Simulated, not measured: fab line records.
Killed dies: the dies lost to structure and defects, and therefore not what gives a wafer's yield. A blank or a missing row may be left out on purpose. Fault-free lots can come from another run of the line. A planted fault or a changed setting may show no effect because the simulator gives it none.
Matching of chambers :: flow n5 finfet :: N5_HKMG_FIN_ETCH_35 on rie diel-06: 4 sister chambers
The step etches SOC in N2/H2, target depth 215.8 nm, time 243.4 s. 4 wafers are shown with their chamber, then 10 later ones without.

== EACH WAFER AND ITS CHAMBER ==
wafer: L086.6
chamber: 3
throttle valve pct (%): 17.42

wafer: L088.1
chamber: 1
throttle valve pct (%): 17.59

wafer: L091.1
chamber: 0
throttle valve pct (%): 17.76

wafer: L091.2
chamber: 2
throttle valve pct (%): 18.03

== WAFERS WHOSE CHAMBER IS MISSING ==
wafer: L091.5
throttle valve pct (%): 18.03

wafer: L093.1
throttle valve pct (%): 18.04

wafer: L093.4
throttle valve pct (%): 17.78

wafer: L093.5
throttle valve pct (%): 17.76

wafer: L095.2
throttle valve pct (%): 17.77

wafer: L095.3
throttle valve pct (%): 17.61

wafer: L095.4
throttle valve pct (%): 18.04

wafer: L097.1
throttle valve pct (%): 17.47

wafer: L097.5
throttle valve pct (%): 17.62

wafer: L097.6
throttle valve pct (%): 17.46

== THE CHAMBER EACH PASSED THROUGH ==
wafer: L091.5
from the rows above: 2
in truth: 2

wafer: L093.1
from the rows above: 2
in truth: 2

wafer: L093.4
from the rows above: 0
in truth: 0

wafer: L093.5
from the rows above: 0
in truth: 0

wafer: L095.2
from the rows above: 0
in truth: 0

wafer: L095.3
from the rows above: 1
in truth: 1

wafer: L095.4
from the rows above: 2
in truth: 2

wafer: L097.1
from the rows above: 3
in truth: 3

wafer: L097.5
from the rows above: 1
in truth: 1

wafer: L097.6
from the rows above: 3
in truth: 3
Correct placement for 10 of the 10. Number that these rows cannot place: 0. 0 placed wrongly.
How it was worked out, from the rows above alone: a wafer's distance from a chamber is the root of the sum, over the readings, of the square of ((its reading less the chamber's mean) divided by the reading's scatter). The wafer belongs to the nearest chamber; if the next one is less than 2 further off, it can't be placed. Each chamber's mean is taken over the wafers shown for it. The scatter (one wafer shown for each chamber): square how far every hidden wafer sits from the nearest shown wafer, average those squares and take the square root.
